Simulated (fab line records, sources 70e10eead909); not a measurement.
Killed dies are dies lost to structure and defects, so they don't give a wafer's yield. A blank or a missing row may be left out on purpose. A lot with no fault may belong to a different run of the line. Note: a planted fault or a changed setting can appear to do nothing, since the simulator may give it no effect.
Which tool is to blame? || flow nand_harc || 24 lots with 72 wafers sampled at 3 steps, on a route of 1159 steps

== WHAT THE GAUGES READ, wafer by wafer ==
NHARC_P_CONTACT_INSPECT_27. Usual: 275 for raw_defect_count, sd 90.
{"lot": "L075", "measured": "day 8 05:57", "on": "defect_inspect-01", "raw_defect_count": "191 528 173", "flag": ""}
{"lot": "L077", "measured": "day 8 06:30", "on": "defect_inspect-01", "raw_defect_count": "261 394 300", "flag": ""}
{"lot": "L076", "measured": "day 8 07:01", "on": "defect_inspect-01", "raw_defect_count": "195 244 266", "flag": ""}
{"lot": "L074", "measured": "day 8 10:12", "on": "defect_inspect-01", "raw_defect_count": "197 192 162", "flag": ""}
{"lot": "L078", "measured": "day 8 10:53", "on": "defect_inspect-01", "raw_defect_count": "314 187 420", "flag": ""}
{"lot": "L081", "measured": "day 8 19:53", "on": "defect_inspect-01", "raw_defect_count": "256 250 169", "flag": ""}
{"lot": "L080", "measured": "day 8 21:10", "on": "defect_inspect-02", "raw_defect_count": "260 303 324", "flag": ""}
{"lot": "L079", "measured": "day 8 21:17", "on": "defect_inspect-01", "raw_defect_count": "102 255 222", "flag": ""}
{"lot": "L082", "measured": "day 9 02:07", "on": "defect_inspect-02", "raw_defect_count": "185 194 205", "flag": ""}
{"lot": "L083", "measured": "day 9 03:49", "on": "defect_inspect-02", "raw_defect_count": "165 150 211", "flag": ""}
{"lot": "L084", "measured": "day 9 06:17", "on": "defect_inspect-02", "raw_defect_count": "321 243 420", "flag": ""}
{"lot": "L086", "measured": "day 9 07:35", "on": "defect_inspect-01", "raw_defect_count": "350 478 454", "flag": ""}
{"lot": "L085", "measured": "day 9 08:07", "on": "defect_inspect-02", "raw_defect_count": "215 193 169", "flag": ""}
{"lot": "L087", "measured": "day 9 09:04", "on": "defect_inspect-02", "raw_defect_count": "203 160 154", "flag": ""}
{"lot": "L088", "measured": "day 9 17:22", "on": "defect_inspect-01", "raw_defect_count": "274 252 266", "flag": ""}
{"lot": "L089", "measured": "day 9 20:39", "on": "defect_inspect-01", "raw_defect_count": "268 222 466", "flag": ""}
{"lot": "L090", "measured": "day 9 21:10", "on": "defect_inspect-02", "raw_defect_count": "379 270 357", "flag": ""}
{"lot": "L092", "measured": "day 10 00:31", "on": "defect_inspect-02", "raw_defect_count": "385 267 258", "flag": ""}
{"lot": "L091", "measured": "day 10 01:06", "on": "defect_inspect-02", "raw_defect_count": "354 398 396", "flag": ""}
{"lot": "L093", "measured": "day 10 09:55", "on": "defect_inspect-02", "raw_defect_count": "338 270 204", "flag": ""}
{"lot": "L094", "measured": "day 10 15:01", "on": "defect_inspect-02", "raw_defect_count": "313 408 413", "flag": ""}
{"lot": "L095", "measured": "day 10 15:25", "on": "defect_inspect-02", "raw_defect_count": "288 306 341", "flag": ""}
{"lot": "L097", "measured": "day 11 06:12", "on": "defect_inspect-01", "raw_defect_count": "273 221 256", "flag": ""}
{"lot": "L096", "measured": "day 11 06:45", "on": "defect_inspect-02", "raw_defect_count": "191 199 231", "flag": ""}

NHARC_P_M1_OVL_MEAS_10: pitch 260 nm. Usual: overlay_x_nm 0.2 nm, standard deviation 1.3; overlay_y_nm 0.3 nm, standard deviation 0.91.
{"lot": "L075", "measured": "day 8 11:13", "on": "overlay-01", "overlay_x_nm (nm)": "2.2 2.7 2.5", "overlay_y_nm (nm)": "-0.3 -0.1 -1.0", "flag": ""}
{"lot": "L077", "measured": "day 8 11:47", "on": "overlay-02", "overlay_x_nm (nm)": "0.5 0.9 0.0", "overlay_y_nm (nm)": "0.1 0.3 -0.2", "flag": ""}
{"lot": "L076", "measured": "day 8 12:44", "on": "overlay-02", "overlay_x_nm (nm)": "1.2 2.0 1.8", "overlay_y_nm (nm)": "0.5 0.6 -0.2", "flag": ""}
{"lot": "L074", "measured": "day 8 15:20", "on": "overlay-02", "overlay_x_nm (nm)": "0.5 1.0 1.1", "overlay_y_nm (nm)": "1.3 1.3 1.7", "flag": ""}
{"lot": "L078", "measured": "day 8 16:05", "on": "overlay-02", "overlay_x_nm (nm)": "0.6 0.7 0.4", "overlay_y_nm (nm)": "1.7 0.7 1.6", "flag": ""}
{"lot": "L081", "measured": "day 9 00:55", "on": "overlay-02", "overlay_x_nm (nm)": "-0.9 -1.0 -0.9", "overlay_y_nm (nm)": "0.3 0.2 0.7", "flag": ""}
{"lot": "L080", "measured": "day 9 02:55", "on": "overlay-02", "overlay_x_nm (nm)": "1.9 1.6 1.5", "overlay_y_nm (nm)": "-0.9 -1.5 -1.7", "flag": ""}
{"lot": "L079", "measured": "day 9 03:16", "on": "overlay-02", "overlay_x_nm (nm)": "0.8 1.2 0.9", "overlay_y_nm (nm)": "0.6 0.3 0.9", "flag": ""}
{"lot": "L082", "measured": "day 9 07:31", "on": "overlay-01", "overlay_x_nm (nm)": "0.1 0.1 -0.1", "overlay_y_nm (nm)": "0.7 1.4 0.8", "flag": ""}
{"lot": "L083", "measured": "day 9 08:52", "on": "overlay-02", "overlay_x_nm (nm)": "1.0 1.5 0.9", "overlay_y_nm (nm)": "1.7 2.4 2.2", "flag": ""}
{"lot": "L084", "measured": "day 9 11:32", "on": "overlay-02", "overlay_x_nm (nm)": "-3.2 -3.2 -2.7", "overlay_y_nm (nm)": "-0.4 -0.6 -0.2", "flag": ""}
{"lot": "L086", "measured": "day 9 13:38", "on": "overlay-01", "overlay_x_nm (nm)": "-2.1 -1.9 -2.0", "overlay_y_nm (nm)": "0.8 0.4 0.6", "flag": ""}
{"lot": "L085", "measured": "day 9 14:54", "on": "overlay-02", "overlay_x_nm (nm)": "1.3 0.8 1.1", "overlay_y_nm (nm)": "0.2 0.1 0.4", "flag": ""}
{"lot": "L087", "measured": "day 9 15:11", "on": "overlay-02", "overlay_x_nm (nm)": "0.3 0.1 0.1", "overlay_y_nm (nm)": "-0.7 -1.4 -1.3", "flag": ""}
{"lot": "L088", "measured": "day 9 22:19", "on": "overlay-02", "overlay_x_nm (nm)": "0.1 0.6 -0.3", "overlay_y_nm (nm)": "-0.1 0.6 0.1", "flag": ""}
{"lot": "L089", "measured": "day 10 02:02", "on": "overlay-02", "overlay_x_nm (nm)": "-0.8 -0.3 -0.2", "overlay_y_nm (nm)": "-0.4 -0.1 -0.9", "flag": ""}
{"lot": "L090", "measured": "day 10 02:20", "on": "overlay-02", "overlay_x_nm (nm)": "-0.7 -1.4 -1.3", "overlay_y_nm (nm)": "1.9 1.7 1.7", "flag": ""}
{"lot": "L092", "measured": "day 10 05:28", "on": "overlay-01", "overlay_x_nm (nm)": "1.3 1.7 0.8", "overlay_y_nm (nm)": "0.3 -0.4 0.1", "flag": ""}
{"lot": "L091", "measured": "day 10 06:10", "on": "overlay-01", "overlay_x_nm (nm)": "0.7 0.4 0.2", "overlay_y_nm (nm)": "0.2 -0.3 -1.1", "flag": ""}
{"lot": "L093", "measured": "day 10 14:59", "on": "overlay-02", "overlay_x_nm (nm)": "-0.5 -0.7 -0.9", "overlay_y_nm (nm)": "0.8 1.3 1.0", "flag": ""}
{"lot": "L094", "measured": "day 10 20:05", "on": "overlay-02", "overlay_x_nm (nm)": "-1.1 -1.1 -0.8", "overlay_y_nm (nm)": "-1.7 -1.5 -1.6", "flag": ""}
{"lot": "L095", "measured": "day 10 20:43", "on": "overlay-01", "overlay_x_nm (nm)": "1.9 1.7 2.1", "overlay_y_nm (nm)": "-0.2 0.1 -0.4", "flag": ""}
{"lot": "L097", "measured": "day 11 11:10", "on": "overlay-01", "overlay_x_nm (nm)": "-0.1 0.5 -0.3", "overlay_y_nm (nm)": "0.1 0.5 0.9", "flag": ""}
{"lot": "L096", "measured": "day 11 11:48", "on": "overlay-01", "overlay_x_nm (nm)": "0.0 -0.5 -1.1", "overlay_y_nm (nm)": "-0.5 0.1 0.1", "flag": ""}

== WHICH TOOL RAN EACH LOT (tool, then ch and the chambers of the sampled wafers, then the start) ==
{"lot": "L075", "NHARC_P_M0_PVD_21": "pvd_sputter-03, day 8 11:13 or earlier"}
{"lot": "L077", "NHARC_P_M0_PVD_21": "pvd_sputter-01, day 8 11:47 or earlier"}
{"lot": "L076", "NHARC_P_M0_PVD_21": "pvd_sputter-01, day 8 12:44 or earlier"}
{"lot": "L074", "NHARC_P_M0_PVD_21": "pvd_sputter-02, day 8 15:20 or earlier"}
{"lot": "L078", "NHARC_P_M0_PVD_21": "pvd_sputter-01, day 8 16:05 or earlier"}
{"lot": "L081", "NHARC_P_M0_PVD_21": "pvd_sputter-03, day 9 00:55 or earlier"}
{"lot": "L080", "NHARC_P_M0_PVD_21": "pvd_sputter-01, day 9 02:55 or earlier"}
{"lot": "L079", "NHARC_P_M0_PVD_21": "pvd_sputter-02, day 9 03:16 or earlier"}
{"lot": "L082", "NHARC_P_M0_PVD_21": "pvd_sputter-02, day 9 07:31 or earlier"}
{"lot": "L083", "NHARC_P_M0_PVD_21": "pvd_sputter-02, day 9 08:52 or earlier"}
{"lot": "L084", "NHARC_P_M0_PVD_21": "pvd_sputter-01, day 9 11:32 or earlier"}
{"lot": "L086", "NHARC_P_M0_PVD_21": "pvd_sputter-03, day 9 13:38 or earlier"}
{"lot": "L085", "NHARC_P_M0_PVD_21": "pvd_sputter-01, day 9 14:54 or earlier"}
{"lot": "L087", "NHARC_P_M0_PVD_21": "pvd_sputter-03, day 9 15:11 or earlier"}
{"lot": "L088", "NHARC_P_M0_PVD_21": "pvd_sputter-01, day 9 22:19 or earlier"}
{"lot": "L089", "NHARC_P_M0_PVD_21": "pvd_sputter-01, day 10 02:02 or earlier"}
{"lot": "L090", "NHARC_P_M0_PVD_21": "pvd_sputter-01, day 10 02:20 or earlier"}
{"lot": "L092", "NHARC_P_M0_PVD_21": "pvd_sputter-03, day 10 05:28 or earlier"}
{"lot": "L091", "NHARC_P_M0_PVD_21": "pvd_sputter-01, day 10 06:10 or earlier"}
{"lot": "L093", "NHARC_P_M0_PVD_21": "pvd_sputter-03, day 10 14:59 or earlier"}
{"lot": "L094", "NHARC_P_M0_PVD_21": "pvd_sputter-02, day 10 20:05 or earlier"}
{"lot": "L095", "NHARC_P_M0_PVD_21": "pvd_sputter-01, day 10 20:43 or earlier"}
{"lot": "L097", "NHARC_P_M0_PVD_21": "pvd_sputter-01, day 11 11:10 or earlier"}
{"lot": "L096", "NHARC_P_M0_PVD_21": "pvd_sputter-02, day 11 11:48 or earlier"}
- NHARC_P_M0_PVD_21: deposits Cu, target thk 30 nm, time 20.49 s.

== AS READ BY THE TOOLS THEMSELVES (means over the sampled wafers that have a number; for cases with no such wafer, the mark the record gives instead) ==
NHARC_P_M0_PVD_21. Usual: 30.1 % for throttle_valve_pct, sd 1.
{"lot": "L075", "tool": "pvd_sputter-03", "throttle_valve_pct (%)": 29.2, "flag": ""}
{"lot": "L077", "tool": "pvd_sputter-01", "throttle_valve_pct (%)": 30.7, "flag": ""}
{"lot": "L076", "tool": "pvd_sputter-01", "throttle_valve_pct (%)": 30.9, "flag": ""}
{"lot": "L074", "tool": "pvd_sputter-02", "throttle_valve_pct (%)": 29.8, "flag": ""}
{"lot": "L078", "tool": "pvd_sputter-01", "throttle_valve_pct (%)": 30.5, "flag": ""}
{"lot": "L081", "tool": "pvd_sputter-03", "throttle_valve_pct (%)": 29.3, "flag": ""}
{"lot": "L080", "tool": "pvd_sputter-01", "throttle_valve_pct (%)": 30.6, "flag": ""}
{"lot": "L079", "tool": "pvd_sputter-02", "throttle_valve_pct (%)": 29.8, "flag": ""}
{"lot": "L082", "tool": "pvd_sputter-02", "throttle_valve_pct (%)": 29.8, "flag": ""}
{"lot": "L083", "tool": "pvd_sputter-02", "throttle_valve_pct (%)": 29.7, "flag": ""}
{"lot": "L084", "tool": "pvd_sputter-01", "throttle_valve_pct (%)": 30.9, "flag": ""}
{"lot": "L086", "tool": "pvd_sputter-03", "throttle_valve_pct (%)": 30.1, "flag": ""}
{"lot": "L085", "tool": "pvd_sputter-01", "throttle_valve_pct (%)": 30.7, "flag": ""}
{"lot": "L087", "tool": "pvd_sputter-03", "throttle_valve_pct (%)": 27.9, "flag": ""}
{"lot": "L088", "tool": "pvd_sputter-01", "throttle_valve_pct (%)": 30.6, "flag": ""}
{"lot": "L089", "tool": "pvd_sputter-01", "throttle_valve_pct (%)": 30.7, "flag": ""}
{"lot": "L090", "tool": "pvd_sputter-01", "throttle_valve_pct (%)": 30.7, "flag": ""}
{"lot": "L092", "tool": "pvd_sputter-03", "throttle_valve_pct (%)": 30.5, "flag": ""}
{"lot": "L091", "tool": "pvd_sputter-01", "throttle_valve_pct (%)": 30.8, "flag": ""}
{"lot": "L093", "tool": "pvd_sputter-03", "throttle_valve_pct (%)": 30.2, "flag": ""}
{"lot": "L094", "tool": "pvd_sputter-02", "throttle_valve_pct (%)": 29.8, "flag": ""}
{"lot": "L095", "tool": "pvd_sputter-01", "throttle_valve_pct (%)": 30.7, "flag": ""}
{"lot": "L097", "tool": "pvd_sputter-01", "throttle_valve_pct (%)": 30.8, "flag": ""}
{"lot": "L096", "tool": "pvd_sputter-02", "throttle_valve_pct (%)": 29.5, "flag": ""}

== THE ANSWER, worked out from the rows above alone ==
Rule: lot off if the mean of its wafers having a number is beyond 3 standard deviations from the usual mean. Also off: a lot with no number at a reading for which 4 or more lots have one. Where the step has rows for the other lots, those lots are counted as sound. Order of review: gauges by route order, followed by the tools' own readings, for which a lot's mean as printed above is used. At the first step where some lot is off, the reading lying furthest off is the one used; lots without a number count as furthest.
No lot is off at any reading shown: from this, nothing can be told.

== WHAT HAD BEEN PUT IN BY THE SIMULATOR ==
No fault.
